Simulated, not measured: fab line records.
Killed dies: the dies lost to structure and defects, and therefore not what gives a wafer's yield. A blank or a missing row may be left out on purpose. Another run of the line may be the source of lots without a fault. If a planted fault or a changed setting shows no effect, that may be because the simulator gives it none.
Split-lot experiment    flow n5_finfet    7 lots, 21 wafers read, on a route of 1938 steps

== THE SPLIT ==
At N5_WELL_APT_PEB_06 (peb time 90 s), the setting peb_time_s was moved away from the recipe's 90 s on 7 of the 21 wafers read, by -18.8% to +18.1%. For the rest of the wafers, this setting stayed at what the recipe calls for.

== FROM THE SPLIT TO THE READING: what the file shows between them, 2 steps ==
- N5_WELL_APT_DEVELOP_07: develop time 45 s (also split here: develop_time_s)
- N5_WELL_APT_HARDBAKE_12: time 120 s

== THE READING ==
cd_nm, in nm, at N5_WELL_APT_CD_MEAS_08 (target cd 200 nm). A value of 201.0 nm with a standard deviation of 1.1 nm is what fault-free wafers of this fab line usually give.

wafer   tool, chamber at the split  peb_time_s as run, s  against the recipe  cd_nm, nm  against lot-mates on the recipe
L074.2  litho_track-01, 0           90                    recipe              202.1      -
L074.4  litho_track-01, 0           81.7                  -9.2%               197.1      -5.2
L074.6  litho_track-01, 0           90                    recipe              202.4      -
L077.1  litho_track-01, 0           90                    recipe              203.0      -
L077.4  litho_track-01, 0           74.55                 -17.2%              194.7      -8.3
L077.6  litho_track-01, 0           74.55                 -17.2%              195.8      -7.2
L078.1  litho_track-05, 0           90                    recipe              201.2      -
L078.2  litho_track-05, 0           106.3                 +18.1%              207.3      +6.6
L078.4  litho_track-05, 0           90                    recipe              200.3      -
L082.1  litho_track-01, 0           90                    recipe              201.8      -
L082.2  litho_track-01, 0           90                    recipe              201.4      -
L082.3  litho_track-01, 0           90                    recipe              199.6      -
L083.2  litho_track-03, 0           73.1                  -18.8%              192.2      -7.6
L083.5  litho_track-03, 0           90                    recipe              199.8      -
L083.6  litho_track-03, 0           73.1                  -18.8%              193.4      -6.4
L087.1  litho_track-05, 0           90                    recipe              201.3      -
L087.2  litho_track-05, 0           90                    recipe              200.5      -
L087.4  litho_track-05, 0           97.07                 +7.9%               204.0      +3.1
L093.1  litho_track-03, 0           90                    recipe              201.2      -
L093.3  litho_track-03, 0           90                    recipe              200.7      -
L093.5  litho_track-03, 0           90                    recipe              201.2      -

THE FIT
A straight line over all 21 wafers: cd_nm changes by +0.386 nm for each +1% of peb_time_s; r = +0.97; the points scatter about the line by 0.96 nm.
The same after taking each lot's own level away (the mean of its wafers on the recipe; 21 wafers): +0.402 nm for each +1%; r = +0.98; scatter 0.7 nm.
Per that fit: largest peb_time_s move, reading shift of 7.6 nm.
The lots' own levels span 199.80 to 203.00 nm, that is 2.9 times the standard deviation above.
So the lot-to-lot level changes the slope little: the two slopes agree.
Check: for one of the wafers moved furthest among these (-18.8%), held out of the fit, the line's prediction against its lot-mates is -7.71 nm. Against them it came out at -7.6 nm.

== OTHER SPLITS APPLIED TO THESE WAFERS ==
Note: prior to the reading, these wafers also went through further splits. Each is held against what the fit with the lots' levels taken away leaves over:
other split on the same wafers         wafers away from the commonest value  r with cd_nm (lot level and that fit taken away)
N5_ZERO_LAYER_PECVD_02 time_s          7                                     +0.03
N5_WELL_APT_DEVELOP_07 develop_time_s  3                                     +0.26

== THE WHOLE CHAIN: every reading that the file lists as answering this split, in the file's order ==
step                    what it does              reading                                                          change (the file's fit)                r (the file's)
N5_WELL_APT_CD_MEAS_08  target cd 200 nm          cd_nm                                                            +0.406 nm for each +1% of the setting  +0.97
N5_WELL_APT_DESCUM_13   chemistry O2, time 7.9 s  WELL_APT.cd_nm (the simulator's own value, which no gauge read)  +0.397 nm for each +1% of the setting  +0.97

== FILE'S OWN FIT ==
cd_nm changes by +0.406 nm for each +1% of peb_time_s, r = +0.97.
